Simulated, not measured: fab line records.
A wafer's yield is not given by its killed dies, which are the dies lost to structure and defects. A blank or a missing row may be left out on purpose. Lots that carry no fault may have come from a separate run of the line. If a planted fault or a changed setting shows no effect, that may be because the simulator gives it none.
fab line records	flow nandHarc
[record] lots = 6	wafers = 18	lastDay = 24
route steps=1159 shown A_SLIT@802 A_SIN_REMOVE@804 A_WL_FILL@809 END@1159
lots with no fault: from the same line, run without faults
startH: hours from the record's first day to the start of the lot's first wafer shown	waitH: how many hours have passed since the lot's step before this one	" the same as in the row above	L1.1+2: a single row standing in for several wafers	- either no value or no given start	* or withheld: withheld	< > ~ a bound
route shown NAME@n: a module of which the file shows steps, and the number in the route of the first	usual: mean/standard deviation of fault-free wafers	same: alike in all rows	chamber/n: place in a boat	sites: the reading at each site	_std_site: how widely they spread, as a standard deviation	_edge_site: mean of outer sites minus mean of inner sites	radiusMm: how far each site lies from the wafer's centre	mask NAME#n: copy n	behind: tool/chamber where the wafer was last shaped	hold: reason for holding the lot/hours on hold/outcome of the hold	device: which transistor (n, p or np) failed to switch	end of line: tests of these same wafers at the route's end	a step given without rows: its recipe and nothing more	killed: not the wafer's yield, but the dies lost to structure and defects at the first sort	map: a wafer's dies, x killed, . not, _ none there
set.NAME: setting as actually run; set.NAME@STEP: the setting as run at that earlier step	model.NAME: the simulator's own value behind a step, which no gauge read
lots seen at some steps along the route; tables by step, rows by wafer
services: from which hour (startH, from the record's first day; less than 0 if before it) a tool's chamber was out of use, for how many hours, and why
[[steps]]
[step NHARC_A_SLIT_SRD_20]
[step NHARC_A_SLIT_CD_MEAS_21]
[usual] cdNm = 290.0/1.2
lot.wafer	tool	chamber	startH	waitH	cdNm
L629.2	cdSem-02	-	356.88	-	289.1
L629.3	"	-	"	"	290.0
L629.6	"	-	"	"	290.0
L637.3	cdSem-02	-	404.15	-	288.6
L637.5	"	-	"	"	291.0
L637.6	"	-	"	"	290.1
L639.1	cdSem-01	-	422.46	-	289.0
L639.2	"	-	"	"	289.3
L639.3	"	-	"	"	288.6
L642.4	cdSem-02	-	430.89	-	291.6
L642.5	"	-	"	"	290.6
L642.6	"	-	"	"	292.2
L645.2	cdSem-01	-	463.33	-	288.8
L645.3	"	-	"	"	290.3
L645.5	"	-	"	"	289.6
L644.1	cdSem-02	-	463.62	-	291.0
L644.2	"	-	"	"	292.7
L644.5	"	-	"	"	290.9
[step NHARC_A_SIN_REMOVE_WET_00]
[recipe] tempC = 160	timeS = 15300	chemistry = H3PO4
[step NHARC_A_SIN_REMOVE_PRECLEAN_01]
[recipe] timeS = *	tempC = 50	bathAgeMin = 0	chemistry = SC1
[step NHARC_A_SIN_REMOVE_SRD_02]
[step NHARC_A_SIN_REMOVE_INSPECT_04]
[usual] rawDefectCount = 342/90
lot.wafer	tool	chamber	startH	waitH	rawDefectCount
L629.2	defectInspect-01	-	368.65	0.0	348
L629.3	"	-	"	"	478
L629.6	"	-	"	"	323
L637.3	defectInspect-01	-	411.85	0.0	407
L637.5	"	-	"	"	396
L637.6	"	-	"	"	478
L639.1	defectInspect-01	-	430.17	0.0	315
L639.2	"	-	"	"	364
L639.3	"	-	"	"	490
L642.4	defectInspect-01	-	438.61	0.0	431
L642.5	"	-	"	"	349
L642.6	"	-	"	"	285
L645.2	defectInspect-02	-	471.05	0.0	291
L645.3	"	-	"	"	397
L645.5	"	-	"	"	252
L644.1	defectInspect-01	-	471.05	0.0	335
L644.2	"	-	"	"	279
L644.5	"	-	"	"	235
[step NHARC_A_WL_FILL_ALD_00]
[recipe] targetThkA = 30	pulseTimeS = 3	aldCycles = 30	tempC = 300	material = Al2O3
[usual] heaterPowerW = 501/61	precursorPulseHeightRel = 0.999/0.02
lot.wafer	tool	chamber	startH	waitH	heaterPowerW	precursorPulseHeightRel
L629.3	aldHk-01	3	368.76	0.1	535	0.992
L629.2	"	0	"	"	471	1.012
L629.6	"	2	"	"	545	1.017
L637.3	aldHk-03	2	417.28	5.4	442	0.968
L637.5	"	2	"	"	453	1.010
L637.6	"	3	"	"	639	0.976
L639.3	aldHk-03	2	432.11	1.9	445	1.013
L639.2	"	3	"	"	651	0.998
L639.1	"	0	"	"	450	1.008
L642.4	aldHk-02	2	438.73	0.1	432	0.985
L642.5	"	0	"	"	563	1.008
L642.6	"	1	"	"	494	0.963
L645.2	aldHk-01	3	471.12	0.1	549	1.026
L645.3	"	1	"	"	488	1.021
L645.5	"	3	"	"	529	1.003
L644.2	aldHk-01	3	471.33	0.3	537	1.001
L644.1	"	0	"	"	508	1.064
L644.5	"	1	"	"	480	1.012
[step NHARC_A_WL_FILL_RTA_01]
[recipe] tempC = 1000	timeS = 5
[usual] lampPowerPct = 29/6	wafer_temp_C_max = 1004.2/0.98
lot.wafer	tool	chamber	startH	waitH	lampPowerPct	wafer_temp_C_max
L629.2	rtpAnneal-02	0	369.03	-	25	1003.8
L629.3	"	0	"	"	25	1002.0
L629.6	"	0	"	"	25	1003.9
L637.3	rtpAnneal-02	0	417.68	-	25	1003.8
L637.5	"	0	"	"	25	1004.5
L637.6	"	0	"	"	25	1005.2
L639.1	rtpAnneal-01	0	432.37	-	37	1004.8
L639.2	"	0	"	"	37	1004.9
L639.3	"	0	"	"	37	1005.8
L642.4	rtpAnneal-02	0	439.36	-	25	1005.0
L642.5	"	0	"	"	25	1003.8
L642.6	"	0	"	"	25	1004.3
L645.2	rtpAnneal-02	0	471.41	-	25	1003.5
L645.3	"	0	"	"	25	1003.9
L645.5	"	0	"	"	25	1003.6
L644.1	rtpAnneal-02	0	471.55	-	25	1003.9
L644.2	"	0	"	"	25	1004.1
L644.5	"	0	"	"	25	1004.4
[step NHARC_A_WL_FILL_ALD_02]
[recipe] targetThkA = 20	pulseTimeS = 3	aldCycles = 100	tempC = 450	material = TiN
[usual] heaterPowerW = 1086/120	precursorPulseHeightRel = 1.002/0.022
lot.wafer	tool	chamber	startH	waitH	heaterPowerW	precursorPulseHeightRel
L629.3	aldMetal-04	3	369.41	0.3	1059	0.983
L629.2	"	0	"	"	1025	0.998
L629.6	"	1	"	"	1013	1.018
L637.3	aldMetal-04	2	417.88	0.2	996	1.005
L637.5	"	1	"	"	975	0.988
L637.6	"	2	"	"	985	0.995
L639.3	aldMetal-03	0	432.61	0.2	1095	0.963
L639.1	"	1	"	"	1080	1.008
L639.2	"	2	"	"	829	1.008
L642.4	aldMetal-03	3	439.49	0.1	1236	0.974
L642.5	"	3	"	"	1296	1.010
L642.6	"	0	"	"	1122	1.008
L645.3	aldMetal-03	0	471.64	0.2	1080	1.000
L645.2	"	2	"	"	832	1.028
L645.5	"	3	"	"	1319	1.005
L644.2	aldMetal-04	3	471.84	0.2	1223	1.002
L644.1	"	0	"	"	1069	0.984
L644.5	"	1	"	"	982	0.995
[step NHARC_A_WL_FILL_CVD_03]
[recipe] targetThkA = 400	tempC = 300	pressureTorr = 40	wf6FlowSccm = 40	h2FlowSccm = 1600	arFlowSccm = 1560	timeS = 3302	material = W
[usual] heaterPowerW = 465/44	throttleValvePct = 8.09/0.22
lot.wafer	tool	chamber	startH	waitH	heaterPowerW	throttleValvePct
L629.2	cvdW-02	1	374.21	4.5	406	8.36
L629.3	"	1	"	"	413	8.33
L629.6	"	0	376.59	6.9	454	8.12
L637.3	cvdW-01	0	420.42	2.2	539	8.45
L637.6	"	0	"	"	542	8.43
L637.5	"	1	"	"	444	8.11
L639.2	cvdW-02	1	433.04	0.1	434	7.98
L639.1	"	0	"	"	455	7.80
L639.3	"	1	"	"	441	8.10
L642.4	cvdW-02	1	444.33	4.5	431	8.22
L642.6	"	1	"	"	424	8.07
L642.5	"	0	"	"	451	8.12
L645.2	cvdW-01	1	474.67	2.7	446	8.20
L645.3	"	1	"	"	447	8.09
L645.5	"	1	"	"	447	7.84
L644.2	cvdW-02	1	474.97	2.8	439	7.96
L644.1	"	0	"	"	453	8.27
L644.5	"	0	477.33	5.2	464	7.94
[step NHARC_A_WL_FILL_ETCHBACK_04]
[recipe] targetDepthA = 600	timeS = 120	chemistry = NF3
[usual] drypumpMotorCurrentA = 5.8/0.43	oesProductAu = 1.001/0.0089	runLengthS = 141.1/0.44
lot.wafer	tool	chamber	startH	waitH	drypumpMotorCurrentA	oesProductAu	rfHoursCounterH	runLengthS
L629.2	rieMetal-03	0	377.55	2.9	5.7	0.996	2.9	140.7
L629.3	"	0	"	"	5.7	1.000	-	140.6
L629.6	"	0	"	"	5.7	1.002	-	140.5
L637.3	rieMetal-03	1	422.90	2.0	5.5	0.995	-	127.2
L637.5	"	0	"	"	5.7	1.008	-	140.9
L637.6	"	1	"	"	5.5	0.990	-	127.3
L639.2	rieMetal-03	0	436.36	2.8	5.7	1.013	4.5	126.6
L639.1	"	1	"	"	5.5	0.984	4.5	141.9
L639.3	"	1	"	"	5.5	0.994	-	127.2
L642.4	rieMetal-02	1	446.81	2.0	6.0	1.001	-	141.2
L642.5	"	0	"	"	5.9	1.005	-	140.7
L642.6	"	1	"	"	6.0	1.005	-	141.8
L645.2	rieMetal-01	0	477.55	2.4	6.5	0.996	3.8	140.6
L645.3	"	0	"	"	6.5	0.995	-	140.6
L645.5	"	1	"	"	5.0	1.010	-	141.5
L644.1	rieMetal-02	0	478.28	2.4	5.8	0.998	2.0	140.8
L644.2	"	1	"	"	6.0	0.993	1.9	140.9
L644.5	"	1	"	"	6.0	0.985	-	141.0
[step NHARC_A_WL_FILL_ETCHBACK_05]
[recipe] targetDepthA = 220	timeS = 60	tempC = 40	chemistry = Cl2/BCl3
[usual] drypumpMotorCurrentA = 5.8/0.43	oesProductAu = 1.001/0.01	runLengthS = 81.0/0.43
lot.wafer	tool	chamber	startH	waitH	drypumpMotorCurrentA	oesProductAu	rfHoursCounterH	runLengthS
L629.2	rieMetal-03	1	377.80	0.2	5.5	0.994	3.0	81.5
L629.3	"	0	"	"	5.7	0.988	-	80.5
L629.6	"	1	"	"	5.5	0.991	-	81.5
L637.3	rieMetal-03	1	423.08	0.1	5.5	1.000	-	81.9
L637.5	"	0	"	"	5.7	0.999	-	81.1
L637.6	"	1	"	"	5.5	0.998	-	82.2
L639.2	rieMetal-03	1	436.60	0.2	5.5	0.984	4.6	81.5
L639.1	"	0	"	"	5.7	0.999	4.6	80.6
L639.3	"	1	"	"	5.5	0.989	-	81.5
L642.4	rieMetal-02	1	446.98	0.1	6.0	1.003	-	81.1
L642.5	"	1	"	"	6.0	1.012	-	81.2
L642.6	"	0	"	"	5.9	0.997	-	80.5
L645.2	rieMetal-01	0	477.81	0.2	6.5	0.998	3.9	80.8
L645.3	"	0	"	"	6.5	0.998	-	81.0
L645.5	"	1	"	"	5.0	1.018	-	81.5
L644.2	rieMetal-02	0	478.52	0.2	5.9	1.000	2.2	80.6
L644.1	"	1	"	"	6.0	1.001	2.0	81.1
L644.5	"	0	"	"	5.9	1.015	-	80.5
[step NHARC_END_SORT_01]
[recipe] tempC = 25
[usual] killedAtArray = 28/11	killedAtOther = 0.5/0.87	killedAtPeriphery = 2.9/2.2	killedDies = 32/11	killedOpen = 3.2/1.9	killedShort = 1.8/1.4
[same] grossDies = 677
lot.wafer	tool	chamber	startH	waitH	killedAtArray	killedAtOther	killedAtPeriphery	killedDies	killedOpen	killedShort
L637.3	prober-02	0	517.71	3.1	15	0	2	17	5	2
L637.5	prober-02	0	519.31	3.7	8	2	3	13	6	1
L637.6	prober-02	0	520.11	4.0	12	0	4	16	4	3
L639.1	prober-02	0	543.00	2.5	45	0	1	46	2	1
L639.2	prober-02	0	543.81	2.8	50	1	2	53	3	1
L639.3	prober-02	0	544.63	3.1	33	1	4	38	2	2
L645.2	prober-02	0	570.37	2.8	38	1	1	40	0	2
L645.3	prober-02	0	571.18	3.1	34	0	2	36	3	5
L645.5	prober-02	0	572.80	3.7	28	0	3	31	2	1
// killed by level:class
L637.3 A_CHANNEL_HOLE_D1:chamberFilmFlake=4 A_CONTACT:chamberFilmFlake=3 A_ONON_D1:geometricParticle:open=2 A_CONTACT:geometricParticle:open=2 A_STAIRCASE:chamberFilmFlake=2 P_M0:geometricParticle:open=1 A_ONON_D1:geometricParticle:short=1 A_M0:geometricParticle:short=1
L637.5 A_CHANNEL_HOLE_D1:chamberFilmFlake=3 A_STAIRCASE:chamberFilmFlake=2 P_GATE:geometricParticle:open=1 P_CONTACT:geometricParticle:open=1 A_ONON_D1:geometricParticle:open=1 A_CHANNEL_FILL_D1:geometricParticle:open=1 A_SGD_CUT:geometricParticle:open=1 STARTING-WAFER:geometricParticle:open=1
L637.6 A_CHANNEL_HOLE_D1:chamberFilmFlake=5 A_CONTACT:geometricParticle:open=2 P_GATE:chamberFilmFlake=2 A_CONTACT:chamberFilmFlake=2 P_GATE:geometricParticle:open=1 P_M1:geometricParticle:open=1 A_ONON_D1:geometricParticle:short=1 A_CHANNEL_FILL_D1:geometricParticle:short=1
L639.1 A_SLIT:chamberFilmFlake=19 A_CHANNEL_HOLE_D1:chamberFilmFlake=17 A_STAIRCASE:chamberFilmFlake=7 A_CONTACT:geometricParticle:open=2 P_M2:geometricParticle:short=1
L639.2 A_CHANNEL_HOLE_D1:chamberFilmFlake=20 A_SLIT:chamberFilmFlake=20 A_STAIRCASE:chamberFilmFlake=3 A_CONTACT:chamberFilmFlake=3 A_SGD_CUT:geometricParticle:open=2 P_CONTACT:geometricParticle:open=1 A_WL_FILL:geometricParticle:short=1 P_GATE:chamberFilmFlake=1
L639.3 A_CHANNEL_HOLE_D1:chamberFilmFlake=16 A_SLIT:chamberFilmFlake=11 P_GATE:chamberFilmFlake=2 A_CONTACT:chamberFilmFlake=2 P_CONTACT:geometricParticle:open=1 P_CONTACT:geometricParticle:short=1 A_WL_FILL:geometricParticle:short=1 A_CONTACT:geometricParticle:open=1
L645.2 A_SLIT:chamberFilmFlake=19 A_CHANNEL_HOLE_D1:chamberFilmFlake=8 A_STAIRCASE:chamberFilmFlake=4 A_BONDPAD:chamberFilmFlake=4 A_CONTACT:chamberFilmFlake=2 P_M1:geometricParticle:short=1 A_SOURCE_PLATE:geometricParticle:short=1 THIN_TSV:chamberFilmFlake=1
L645.3 A_SLIT:chamberFilmFlake=17 A_CHANNEL_HOLE_D1:chamberFilmFlake=5 A_STAIRCASE:chamberFilmFlake=2 A_CONTACT:chamberFilmFlake=2 A_BONDPAD:chamberFilmFlake=2 P_ZERO_WELL:geometricParticle:open=1 P_CONTACT:geometricParticle:short=1 A_ONON_D1:geometricParticle:open=1
L645.5 A_SLIT:chamberFilmFlake=12 A_CHANNEL_HOLE_D1:chamberFilmFlake=4 A_STAIRCASE:chamberFilmFlake=4 A_CONTACT:chamberFilmFlake=3 A_BONDPAD:chamberFilmFlake=3 P_STI:geometricParticle:short=1 P_CONTACT:geometricParticle:open=1 P_M1:geometricParticle:open=1
[[services]]
tool	chamber	startH	hours	kind
cvdW-01	-	361.60	0.8	repair
aldMetal-04	2	369.80	5.4	repair
cvdW-02	-	379.01	13.0	pm
cvdW-02	0	379.01	13.0	ventCycle
cvdW-02	1	379.01	13.0	ventCycle
rieMetal-02	-	388.00	9.0	pm
rieMetal-02	0	388.00	9.0	ventCycle
rieMetal-02	1	388.00	9.0	ventCycle
cvdW-02	0	392.01	-	clean
cvdW-02	1	392.01	-	clean
rieMetal-02	0	397.00	-	clean
aldMetal-03	0	402.98	4.0	repair
aldMetal-04	-	406.00	10.0	pm
aldHk-02	-	409.54	2.5	repair
rieMetal-02	1	427.36	3.9	repair
rieMetal-01	0	434.32	5.3	repair
rieMetal-02	1	438.97	2.9	repair
rieMetal-03	-	453.00	9.0	pm
rieMetal-03	0	453.00	9.0	ventCycle
rieMetal-03	1	453.00	9.0	ventCycle
aldHk-02	-	455.81	0.4	repair
rieMetal-03	0	462.00	-	clean
rieMetal-03	1	462.00	-	clean
aldHk-02	-	463.73	10.0	pm
[[key]]
[firstSign] step = NHARC_A_WL_FILL_ETCHBACK_04	reading = runLengthS	direction = down	sigmas = 32	usual = *	struck = *
effect none on later readings
metAt NHARC_A_WL_FILL_ETCHBACK_04
struckWafers L637.3,L637.6,L639.2,L639.3
testerLeftOut L637,L639
onsetBetween 377.55 422.90
[fault] kind = processParameterDrift	tool = rieMetal-03	chamber = -	onsetH = 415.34	steps = NHARC_A_WL_FILL_ETCHBACK_04	channel = timeS	offset = *	shape = step	endH = 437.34	scope = struckWafersOnly	actsIn = *	stated = *
// testerLeftOut: of these lots the tester's yield and bins aren't shown, on N5 and GAA mostly nor the transistor test; their killed dies are dies lost to structure and defects alone, not to doping, threshold or leakage, so they don't give the yield
